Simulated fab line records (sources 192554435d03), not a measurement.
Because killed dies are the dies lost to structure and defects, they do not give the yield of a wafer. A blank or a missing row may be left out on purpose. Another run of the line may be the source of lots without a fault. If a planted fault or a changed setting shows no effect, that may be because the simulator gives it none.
fab line records | flow n5-finfet
[record] lots = 7 | wafers = 21
route steps=1938 shown BEOL_M15@1801 MIM_BOT_LITHO@1858 MIM_BOT_ETCH@1868 PASSIVATION@1930
start-h: start of the lot's first displayed wafer, in hours after the record's first day | wait-h: hours since the lot's step before | " repeats the value in the row above | L1.1+2: several wafers, shown together as one row | - no value, or no start was given | * or withheld: withheld | < > ~ a bound
route shown NAME@n: names a module that has steps shown in the file, with the first one's number in the route | usual: the fault-free wafers' mean and standard deviation | same: alike in all rows | chamber/n: place in a boat | sites: each site's reading | _std_site: standard deviation across them | _edge_site: outer sites' mean less inner sites' | radius-mm: for every site, how far away it sits from the centre of the wafer | mask NAME#n: copy n | behind: the last tool/chamber to shape the wafer | hold: what put the lot on hold/how long, in hours/how the hold closed | device: which transistor (n, p or np) failed to switch | end of line: tests run on the same wafers once the route is complete | a step with no rows: only its recipe | killed: dies lost to structure and defects at the first sort, not the wafer's yield | map: the dies of a wafer, with x for killed, . for not killed, _ for no die there
set.NAME: the run value of the setting; set.NAME@STEP: its run value at that earlier step | model.NAME: the simulator's own value behind a step, which no gauge read
lots with deliberately changed settings; one table per step, one row per wafer
[[steps]]
[step N5_BEOL_M15_PEB_26]
[recipe] peb-temp-c = 130 | peb-time-s = 90
lot.wafer  | tool           | chamber | start-h | wait-h | set.peb-temp-c
L074.1+2+4 | litho-track-01 | 0       | 297.96  | 0.1    | 130
L077.1+5   | litho-track-04 | 0       | 304.20  | 0.1    | 128.4
L077.6     | "              | 0       | "       | "      | 130
L079.1     | litho-track-01 | 0       | 315.09  | 0.1    | 133.4
L079.2+3   | "              | 0       | "       | "      | 130
L080.1+4+6 | litho-track-04 | 0       | 332.20  | 0.1    | 130
L084.2     | litho-track-01 | 0       | 339.32  | 0.0    | 130
L084.3+6   | "              | 0       | "       | "      | 131.4
L090.2+5   | litho-track-04 | 0       | 395.39  | 0.0    | 131.6
L090.4     | "              | 0       | "       | "      | 130
L092.1+3   | litho-track-02 | 0       | 415.34  | 0.1    | 130
L092.2     | "              | 0       | "       | "      | 133
[step N5_BEOL_M15_DEVELOP_27]
[recipe] develop-time-s = 45 | rinse-liquid = diw | dry = air-spin | dev-temp-c = 21
[step N5_BEOL_M15_HARDBAKE_32]
[recipe] temp-c = 130 | time-s = 120
[step N5_BEOL_M15_CD_MEAS_28]
[recipe] target-cd-nm = 407.6 | landing-energy-ev = 500 | detector = se-inlens
[usual] cd-nm = 408.2/1.5
lot.wafer | tool      | chamber | start-h | wait-h | set.dose-mj@BEOL_M15_EXPOSE_25 | set.peb-temp-c@BEOL_M15_PEB_26 | cd-nm
L074.1    | cd-sem-02 | 0       | 298.07  | -      | 35.5                           | 130                            | 409.2
L074.2    | "         | 0       | "       | "      | 33.01                          | 130                            | 399.4
L074.4    | "         | 0       | "       | "      | 35.5                           | 130                            | 407.8
L077.1    | cd-sem-02 | 0       | 304.32  | -      | 35.5                           | 128.4                          | 401.2
L077.5    | "         | 0       | "       | "      | 35.5                           | 128.4                          | 399.6
L077.6    | "         | 0       | "       | "      | 35.5                           | 130                            | 405.7
L079.1    | cd-sem-01 | 0       | 315.21  | -      | 35.5                           | 133.4                          | 421.0
L079.2    | "         | 0       | "       | "      | 35.5                           | 130                            | 407.5
L079.3    | "         | 0       | "       | "      | 35.5                           | 130                            | 408.0
L080.1    | cd-sem-03 | 0       | 332.32  | -      | 35.5                           | 130                            | 407.7
L080.4    | "         | 0       | "       | "      | 35.5                           | 130                            | 408.6
L080.6    | "         | 0       | "       | "      | 35.5                           | 130                            | 406.9
L084.2    | cd-sem-03 | 0       | 339.44  | -      | 35.5                           | 130                            | 409.4
L084.3    | "         | 0       | "       | "      | 36.97                          | 131.4                          | 422.4
L084.6    | "         | 0       | "       | "      | 36.97                          | 131.4                          | 420.0
L090.2    | cd-sem-03 | 0       | 395.50  | -      | 36.52                          | 131.6                          | 419.7
L090.4    | "         | 0       | "       | "      | 35.5                           | 130                            | 405.6
L090.5    | "         | 0       | "       | "      | 35.5                           | 131.6                          | 414.9
L092.1    | cd-sem-02 | 0       | 415.45  | -      | 32.87                          | 130                            | 398.8
L092.2    | "         | 0       | "       | "      | 35.5                           | 133                            | 420.0
L092.3    | "         | 0       | "       | "      | 35.5                           | 130                            | 410.2
[step N5_BEOL_M15_DESCUM_33]
[recipe] chemistry = O2 | time-s = 7.9 | source-power-w = 50 | bias-power-w = 20 | pressure-mtorr = 20 | rf-frequency-hz = 2.712e+07 | temp-c = 40 | o2-flow-sccm = 225
lot.wafer | tool        | chamber | start-h | wait-h | set.dose-mj@BEOL_M15_EXPOSE_25 | set.peb-temp-c@BEOL_M15_PEB_26 | model.BEOL_M15.cd-nm
L074.1    | rie-diel-03 | 2       | 298.39  | 0.3    | 35.5                           | 130                            | 409
L074.2    | "           | 1       | "       | "      | 33.01                          | 130                            | 399.4
L074.4    | "           | 3       | "       | "      | 35.5                           | 130                            | 407.8
L077.1    | rie-diel-02 | 1       | 304.40  | 0.0    | 35.5                           | 128.4                          | 401.4
L077.5    | "           | 0       | "       | "      | 35.5                           | 128.4                          | 399.8
L077.6    | "           | 3       | "       | "      | 35.5                           | 130                            | 405.8
L079.1    | rie-diel-02 | 0       | 315.30  | 0.0    | 35.5                           | 133.4                          | 420.8
L079.2    | "           | 1       | "       | "      | 35.5                           | 130                            | 407.8
L079.3    | "           | 2       | "       | "      | 35.5                           | 130                            | 408.2
L080.1    | rie-diel-02 | 0       | 333.93  | 1.6    | 35.5                           | 130                            | 407.6
L080.4    | "           | 2       | "       | "      | 35.5                           | 130                            | 408.6
L080.6    | "           | 2       | "       | "      | 35.5                           | 130                            | 406.6
L084.2    | rie-diel-02 | 1       | 343.09  | 3.6    | 35.5                           | 130                            | 409.2
L084.3    | "           | 3       | "       | "      | 36.97                          | 131.4                          | 421.8
L084.6    | "           | 1       | "       | "      | 36.97                          | 131.4                          | 420
L090.2    | rie-diel-02 | 3       | 395.59  | 0.0    | 36.52                          | 131.6                          | 419.6
L090.4    | "           | 0       | "       | "      | 35.5                           | 130                            | 405.6
L090.5    | "           | 0       | "       | "      | 35.5                           | 131.6                          | 414.8
L092.1    | rie-diel-01 | 0       | 415.57  | 0.1    | 32.87                          | 130                            | 398.4
L092.2    | "           | 1       | "       | "      | 35.5                           | 133                            | 420
L092.3    | "           | 3       | "       | "      | 35.5                           | 130                            | 410.4
[step N5_BEOL_M15_ETCH_61]
[recipe] chemistry = N2/H2 | target = BARC | target-depth-a = 890 | overetch-a = 267 | time-s = 67.9 | ion-energy-ev = 200 | pressure-mtorr = 30 | source-w = 840 | bias-w = 150 | n2-flow-sccm = 200 | h2-flow-sccm = 200
lot.wafer | tool        | chamber | start-h | wait-h | set.dose-mj@BEOL_M15_EXPOSE_25 | set.peb-temp-c@BEOL_M15_PEB_26 | model.BEOL_M15.cd-nm
L074.1    | rie-diel-03 | 2       | 298.43  | 0.0    | 35.5                           | 130                            | 402.2
L074.2    | "           | 1       | "       | "      | 33.01                          | 130                            | 392.8
L074.4    | "           | 3       | "       | "      | 35.5                           | 130                            | 400
L077.1    | rie-diel-02 | 1       | 304.44  | 0.0    | 35.5                           | 128.4                          | 393.8
L077.5    | "           | 0       | "       | "      | 35.5                           | 128.4                          | 394
L077.6    | "           | 3       | "       | "      | 35.5                           | 130                            | 396.8
L079.1    | rie-diel-02 | 0       | 315.33  | 0.0    | 35.5                           | 133.4                          | 415.8
L079.2+3  | "           | 1,2     | "       | "      | 35.5                           | 130                            | 401.2
L080.1    | rie-diel-02 | 0       | 333.97  | 0.0    | 35.5                           | 130                            | 401.4
L080.4    | "           | 2       | "       | "      | 35.5                           | 130                            | 400.8
L080.6    | "           | 2       | "       | "      | 35.5                           | 130                            | 399
L084.2    | rie-diel-02 | 1       | 343.13  | 0.0    | 35.5                           | 130                            | 401.2
L084.3    | "           | 3       | "       | "      | 36.97                          | 131.4                          | 413.2
L084.6    | "           | 1       | "       | "      | 36.97                          | 131.4                          | 412.6
L090.2    | rie-diel-02 | 3       | 395.63  | 0.0    | 36.52                          | 131.6                          | 411
L090.4    | "           | 0       | "       | "      | 35.5                           | 130                            | 398.4
L090.5    | "           | 0       | "       | "      | 35.5                           | 131.6                          | 408.4
L092.1    | rie-diel-01 | 0       | 415.61  | 0.0    | 32.87                          | 130                            | 392
L092.2    | "           | 1       | "       | "      | 35.5                           | 133                            | 412
L092.3    | "           | 3       | "       | "      | 35.5                           | 130                            | 401.6
[step N5_BEOL_M15_TRENCH_ETCH_34]
[recipe] chemistry = C4F8/O2/Ar | target = SiO2 | target-depth-a = 8729.3 | he-inner-torr = 15 | he-outer-torr = 30 | time-s = 199 | ion-energy-ev = 800 | pressure-mtorr = 20 | source-w = 1905 | bias-w = 2040 | Ar_flow_sccm = 400 | C4F8_flow_sccm = 16 | O2_flow_sccm = 12
lot.wafer | tool        | chamber | start-h | wait-h | set.dose-mj@BEOL_M15_EXPOSE_25 | set.peb-temp-c@BEOL_M15_PEB_26 | model.BEOL_M15.cd-nm
L074.1    | rie-diel-03 | 2       | 298.48  | 0.0    | 35.5                           | 130                            | 401.6
L074.2    | "           | 1       | "       | "      | 33.01                          | 130                            | 392.6
L074.4    | "           | 3       | "       | "      | 35.5                           | 130                            | 400
L077.1    | rie-diel-02 | 1       | 304.49  | 0.0    | 35.5                           | 128.4                          | 394.2
L077.5    | "           | 0       | "       | "      | 35.5                           | 128.4                          | 394.4
L077.6    | "           | 3       | "       | "      | 35.5                           | 130                            | 396.4
L079.1    | rie-diel-02 | 0       | 315.38  | 0.0    | 35.5                           | 133.4                          | 416.4
L079.2+3  | "           | 1,2     | "       | "      | 35.5                           | 130                            | 401.2
L080.1    | rie-diel-02 | 0       | 334.02  | 0.0    | 35.5                           | 130                            | 401.6
L080.4    | "           | 2       | "       | "      | 35.5                           | 130                            | 400.4
L080.6    | "           | 2       | "       | "      | 35.5                           | 130                            | 399
L084.2    | rie-diel-02 | 1       | 343.18  | 0.0    | 35.5                           | 130                            | 401.4
L084.3    | "           | 3       | "       | "      | 36.97                          | 131.4                          | 413.2
L084.6    | "           | 1       | "       | "      | 36.97                          | 131.4                          | 412.8
L090.2    | rie-diel-02 | 3       | 395.68  | 0.0    | 36.52                          | 131.6                          | 410.4
L090.4    | "           | 0       | "       | "      | 35.5                           | 130                            | 398.8
L090.5    | "           | 0       | "       | "      | 35.5                           | 131.6                          | 408.4
L092.1    | rie-diel-01 | 0       | 415.66  | 0.0    | 32.87                          | 130                            | 392.2
L092.2    | "           | 1       | "       | "      | 35.5                           | 133                            | 411.4
L092.3    | "           | 3       | "       | "      | 35.5                           | 130                            | 401.6
[step N5_BEOL_M15_STRIP_36]
[recipe] chemistry = O2 | power-w = 600 | temp-c = 60 | pressure-mtorr = 30 | rf-frequency-hz = 6e+07 | bias-power-w = 0 | overash-fraction = 0.3 | o2-flow-sccm = 225
[step N5_BEOL_M15_STRIP_62]
[recipe] chemistry = O2 | power-w = 600 | temp-c = 60 | pressure-mtorr = 30 | rf-frequency-hz = 6e+07 | bias-power-w = 0 | overash-fraction = 0.3 | o2-flow-sccm = 225
[step N5_BEOL_M15_STRIP_37]
[recipe] chemistry = O2 | power-w = 600 | temp-c = 60 | pressure-mtorr = 30 | rf-frequency-hz = 6e+07 | bias-power-w = 0 | overash-fraction = 0.3 | o2-flow-sccm = 225
[step N5_BEOL_M15_ETCH_38]
[recipe] chemistry = CF4/N2 | target = SiCN | target-depth-a = 1064 | taper-deg = 2 | time-s = 120.5 | ion-energy-ev = 150 | mask-material = SiO2 | pressure-mtorr = 40 | source-w = 430 | bias-w = 70 | Ar_flow_sccm = 100 | cf4-flow-sccm = 60 | n2-flow-sccm = 60
lot.wafer | tool        | chamber | start-h | wait-h | set.time-s@BEOL_M15_ILD_DEP_00 | set.dose-mj@BEOL_M15_EXPOSE_25 | set.peb-temp-c@BEOL_M15_PEB_26 | model.SiO2_of_BEOL_M15_ILD_DEP_00.thk-nm | model.BEOL_M15.cd-nm
L074.1    | rie-diel-02 | 3       | -       | -      | 346.1                          | 35.5                           | 130                            | 1530                                     | 401.6
L074.2    | "           | 2       | "       | "      | 379.5                          | 33.01                          | 130                            | 1693                                     | 392.8
L074.4    | "           | 0       | "       | "      | 379.5                          | 35.5                           | 130                            | 1742                                     | 400
L077.1    | rie-diel-03 | 1       | -       | -      | 346.1                          | 35.5                           | 128.4                          | 1554                                     | 394.2
L077.5    | "           | 1       | "       | "      | 331.4                          | 35.5                           | 128.4                          | 1526                                     | 394.4
L077.6    | "           | 0       | "       | "      | 346.1                          | 35.5                           | 130                            | 1565                                     | 396.4
L079.1    | rie-diel-03 | 1       | -       | -      | 346.1                          | 35.5                           | 133.4                          | 1550                                     | 416.4
L079.2    | "           | 2       | "       | "      | 346.1                          | 35.5                           | 130                            | 1542                                     | 401
L079.3    | "           | 3       | "       | "      | 346.1                          | 35.5                           | 130                            | 1535                                     | 401
L080.1    | rie-diel-01 | 0       | -       | -      | 346.1                          | 35.5                           | 130                            | 1562                                     | 401.4
L080.4    | "           | 0       | "       | "      | 346.1                          | 35.5                           | 130                            | 1556                                     | 400.4
L080.6    | "           | 0       | "       | "      | 346.1                          | 35.5                           | 130                            | 1599                                     | 399
L084.2    | rie-diel-01 | 2       | -       | -      | 346.1                          | 35.5                           | 130                            | 1570                                     | 401.4
L084.3    | "           | 1       | "       | "      | 346.1                          | 36.97                          | 131.4                          | 1584                                     | 413.4
L084.6    | "           | 2       | "       | "      | 304.5                          | 36.97                          | 131.4                          | 1406                                     | 412.8
L090.2    | rie-diel-03 | 1       | -       | -      | 366.9                          | 36.52                          | 131.6                          | 1686                                     | 410.4
L090.4    | "           | 0       | "       | "      | 346.1                          | 35.5                           | 130                            | 1598                                     | 398.8
L090.5    | "           | 1       | "       | "      | 346.1                          | 35.5                           | 131.6                          | 1618                                     | 408.6
L092.1    | rie-diel-02 | 3       | -       | -      | 346.1                          | 32.87                          | 130                            | 1539                                     | 392.2
L092.2    | "           | 2       | "       | "      | 346.1                          | 35.5                           | 133                            | 1551                                     | 411.6
L092.3    | "           | 0       | "       | "      | 387.1                          | 35.5                           | 130                            | 1731                                     | 401.6
[step N5_MIM_BOT_LITHO_EXPOSE_05]
[recipe] mask-id = MIM_BOT | na = 0.55 | source-shape = conventional | sigma-outer = 0.8 | polarization = unpolarized | dose-mj = 24.25
lot.wafer  | tool           | chamber | start-h | wait-h | mask      | set.dose-mj
L074.1+2+4 | krf-scanner-01 | 0       | 305.59  | -      | MIM_BOT#0 | 25.54
L077.1+5   | krf-scanner-01 | 0       | 312.95  | -      | MIM_BOT#0 | 24.25
L077.6     | "              | 0       | "       | "      | MIM_BOT#0 | 25.51
L079.1+2   | krf-scanner-01 | 0       | 323.83  | -      | MIM_BOT#0 | 25.87
L079.3     | "              | 0       | "       | "      | MIM_BOT#0 | 24.25
L080.1+4+6 | krf-scanner-01 | 0       | 342.40  | -      | MIM_BOT#0 | 24.25
L084.2+3+6 | krf-scanner-02 | 0       | 350.06  | -      | MIM_BOT#0 | 24.25
L090.2+4+5 | krf-scanner-01 | 0       | 402.55  | -      | MIM_BOT#0 | 24.25
L092.1+2+3 | krf-scanner-01 | 0       | 423.42  | -      | MIM_BOT#0 | 25.27
[step N5_MIM_BOT_LITHO_PEB_06]
[recipe] peb-temp-c = withheld | peb-time-s = *
[step N5_MIM_BOT_LITHO_DEVELOP_07]
[recipe] develop-time-s = 60 | rinse-liquid = diw | dry = air-spin | dev-temp-c = 21
[step N5_MIM_BOT_LITHO_HARDBAKE_09]
[recipe] temp-c = 130 | time-s = 120
[step N5_MIM_BOT_LITHO_CD_MEAS_08]
[recipe] target-cd-nm = 3000 | landing-energy-ev = 500 | detector = se-inlens | polarity = opening
[usual] cd-nm = 3000.0/1.8
lot.wafer | tool      | chamber | start-h | wait-h | set.dose-mj@MIM_BOT_LITHO_EXPOSE_05 | cd-nm
L074.1    | cd-sem-03 | 0       | 305.77  | -      | 25.54                               | 3008.1
L074.2    | "         | 0       | "       | "      | 25.54                               | 3008.0
L074.4    | "         | 0       | "       | "      | 25.54                               | 3006.9
L077.1    | cd-sem-01 | 0       | 313.13  | -      | 24.25                               | 2999.2
L077.5    | "         | 0       | "       | "      | 24.25                               | 3000.4
L077.6    | "         | 0       | "       | "      | 25.51                               | 3008.4
L079.1    | cd-sem-02 | 0       | 324.00  | -      | 25.87                               | 3010.3
L079.2    | "         | 0       | "       | "      | 25.87                               | 3010.4
L079.3    | "         | 0       | "       | "      | 24.25                               | 2999.9
L080.1    | cd-sem-03 | 0       | 342.58  | -      | 24.25                               | 3002.3
L080.4    | "         | 0       | "       | "      | 24.25                               | 3002.5
L080.6    | "         | 0       | "       | "      | 24.25                               | 3003.3
L084.2    | cd-sem-02 | 0       | 350.23  | -      | 24.25                               | 3001.9
L084.3    | "         | 0       | "       | "      | 24.25                               | 3002.2
L084.6    | "         | 0       | "       | "      | 24.25                               | 3001.2
L090.2    | cd-sem-01 | 0       | 402.72  | -      | 24.25                               | 2999.6
L090.4    | "         | 0       | "       | "      | 24.25                               | 2997.7
L090.5    | "         | 0       | "       | "      | 24.25                               | 2998.6
L092.1    | cd-sem-02 | 0       | 423.60  | -      | 25.27                               | 3007.6
L092.2    | "         | 0       | "       | "      | 25.27                               | 3007.4
L092.3    | "         | 0       | "       | "      | 25.27                               | 3006.9
[step N5_MIM_BOT_ETCH_ETCH_00]
[recipe] chemistry = Cl2/BCl3 | target = TiN | target-depth-a = 455 | ion-energy-ev = 150 | pressure-mtorr = 10 | icp-w = 1000 | bias-w = 126 | Cl2_flow_sccm = 53.25 | bcl3-flow-sccm = 21.75 | Ar_flow_sccm = 25
lot.wafer | tool         | chamber | start-h | wait-h | set.icp-w | model.etch.depth-nm
L074.1    | rie-metal-03 | 1       | 308.17  | 0.1    | 1057      | 49.43
L074.2    | "            | 0       | "       | "      | 1000      | 45.33
L074.4    | "            | 0       | "       | "      | 1000      | 45.37
L077.1+6  | rie-metal-03 | 1       | 315.04  | 0.1    | 897.1     | 43.3
L077.5    | "            | 0       | "       | "      | 897.1     | 41.63
L079.1    | rie-metal-02 | 1       | 324.34  | 0.1    | 1000      | 45.46
L079.2    | "            | 0       | "       | "      | 1000      | 44.88
L079.3    | "            | 0       | "       | "      | 1000      | 44.98
L080.1    | rie-metal-01 | 0       | 342.91  | 0.1    | 1000      | 48.23
L080.4    | "            | 0       | "       | "      | 1000      | 48.4
L080.6    | "            | 1       | "       | "      | 1000      | 47.11
L084.2    | rie-metal-01 | 1       | 350.57  | 0.1    | 1000      | 46.72
L084.3    | "            | 1       | "       | "      | 1000      | 47.05
L084.6    | "            | 1       | "       | "      | 1000      | 46.98
L090.2    | rie-metal-03 | 0       | 403.05  | 0.1    | 1000      | 45.75
L090.4    | "            | 0       | "       | "      | 1167      | 52.33
L090.5    | "            | 1       | "       | "      | 1000      | 47.58
L092.1    | rie-metal-01 | 0       | 423.94  | 0.1    | 1053      | 50.64
L092.2    | "            | 1       | "       | "      | 1053      | 49.15
L092.3    | "            | 0       | "       | "      | 1000      | 48.08
[step N5_PASSIVATION_ETCH_54]
[recipe] chemistry = CHF3/O2 | target = SiO2 | target-depth-a = 8800 | CHF3_flow_sccm = 50 | O2_flow_sccm = 5 | Ar_flow_sccm = 200 | time-s = 440 | mask-material = PR | pressure-mtorr = 30 | source-w = 650 | bias-w = 170 | ion-energy-ev = 200
[usual] rf-vpp-V = 526/11
lot.wafer | tool        | chamber | start-h | wait-h | set.bias-w | rf-vpp-V | model.PASSIVATION.feature-depth-nm | model.etch.depth-nm
L074.1    | rie-diel-05 | 2       | 317.76  | 0.1    | 145.7      | 455      | 816.6                              | 816.7
L074.2    | "           | 1       | "       | "      | 145.7      | 462      | 808.4                              | 808.4
L074.4    | "           | 0       | "       | "      | 170        | 523      | 861.8                              | 861.8
L077.1    | rie-diel-06 | 1       | 322.72  | 0.1    | 170        | 533      | 893                                | 892.9
L077.5    | "           | 2       | "       | "      | 170        | 541      | 874.4                              | 874.4
L077.6    | "           | 3       | "       | "      | 143.2      | 448      | 846.6                              | 846.7
L079.1    | rie-diel-06 | 3       | 330.08  | 0.1    | 184.6      | 547      | 909.8                              | 909.8
L079.2    | "           | 0       | "       | "      | 184.6      | 558      | 911.2                              | 911.2
L079.3    | "           | 2       | "       | "      | 170        | 541      | 882.6                              | 882.6
L080.1    | rie-diel-05 | 3       | 349.93  | 0.1    | 170        | 510      | 864.2                              | 864.2
L080.4    | "           | 1       | "       | "      | 170        | 524      | 849.8                              | 849.8
L080.6    | "           | 2       | "       | "      | 170        | 515      | 865.2                              | 865.2
L084.2    | rie-diel-04 | 3       | 359.69  | 0.1    | 170        | 545      | 887                                | 887.1
L084.3    | "           | 2       | "       | "      | 170        | 526      | 881.6                              | 881.6
L084.6    | "           | 2       | "       | "      | 170        | 527      | 878.4                              | 878.4
L090.2    | rie-diel-06 | 1       | 409.20  | 0.1    | 170        | 532      | 877.6                              | 877.7
L090.4    | "           | 2       | "       | "      | 147.1      | 482      | 827.2                              | 827.3
L090.5    | "           | 0       | "       | "      | 147.1      | 465      | 838                                | 838.1
L092.1    | rie-diel-06 | 3       | 431.59  | 0.1    | 170        | 514      | 872.6                              | 872.6
L092.2    | "           | 2       | "       | "      | 170        | 540      | 871.8                              | 871.9
L092.3    | "           | 0       | "       | "      | 170        | 521      | 881                                | 881
[[key]]
[split] step = N5_BEOL_M15_PEB_26 | setting = peb-temp-c | stated = 130 | by = wafer
[response] step = N5_BEOL_M15_ETCH_61 | reading = model.BEOL_M15.cd-nm | change = +6.32 | per = 1% | r = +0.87
[response] step = N5_BEOL_M15_TRENCH_ETCH_34 | reading = model.BEOL_M15.cd-nm | change = +6.2 | per = 1% | r = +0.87
[response] step = N5_BEOL_M15_CD_MEAS_28 | reading = cd-nm | slope = +5.07 | per = 1% | together-with = dose-mj@BEOL_M15_EXPOSE_25 | explained = 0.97
[response] step = N5_BEOL_M15_DESCUM_33 | reading = model.BEOL_M15.cd-nm | slope = +4.96 | per = 1% | together-with = dose-mj@BEOL_M15_EXPOSE_25 | explained = 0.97
[response] step = N5_BEOL_M15_ETCH_38 | reading = model.BEOL_M15.cd-nm | slope = +5.2 | per = 1% | together-with = dose-mj@BEOL_M15_EXPOSE_25 | explained = 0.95
[split] step = N5_MIM_BOT_LITHO_EXPOSE_05 | setting = dose-mj | stated = 24.25 | by = wafer
[response] step = N5_MIM_BOT_LITHO_CD_MEAS_08 | reading = cd-nm | change = +1.6 | per = 1% | r = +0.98
[split] step = N5_MIM_BOT_ETCH_ETCH_00 | setting = icp-w | stated = 1000 | by = wafer
[response] step = N5_MIM_BOT_ETCH_ETCH_00 | reading = model.etch.depth-nm | change = +0.376 | per = 1% | r = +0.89
[split] step = N5_PASSIVATION_ETCH_54 | setting = bias-w | stated = 170 | by = wafer
[response] step = N5_PASSIVATION_ETCH_54 | reading = rf-vpp-V | change = +4.53 | per = 1% | r = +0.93
[response] step = N5_PASSIVATION_ETCH_54 | reading = model.PASSIVATION.feature-depth-nm | change = +3.02 | per = 1% | r = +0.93
[response] step = N5_PASSIVATION_ETCH_54 | reading = model.etch.depth-nm | change = +3.01 | per = 1% | r = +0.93
split outside-this-file step=N5_BEOL_M15_ILD_DEP_00 setting=time-s
split outside-this-file step=N5_BEOL_M15_EXPOSE_25 setting=dose-mj
// split outside-this-file: this setting was split too, and the file shows its column; the key of that split is in another file
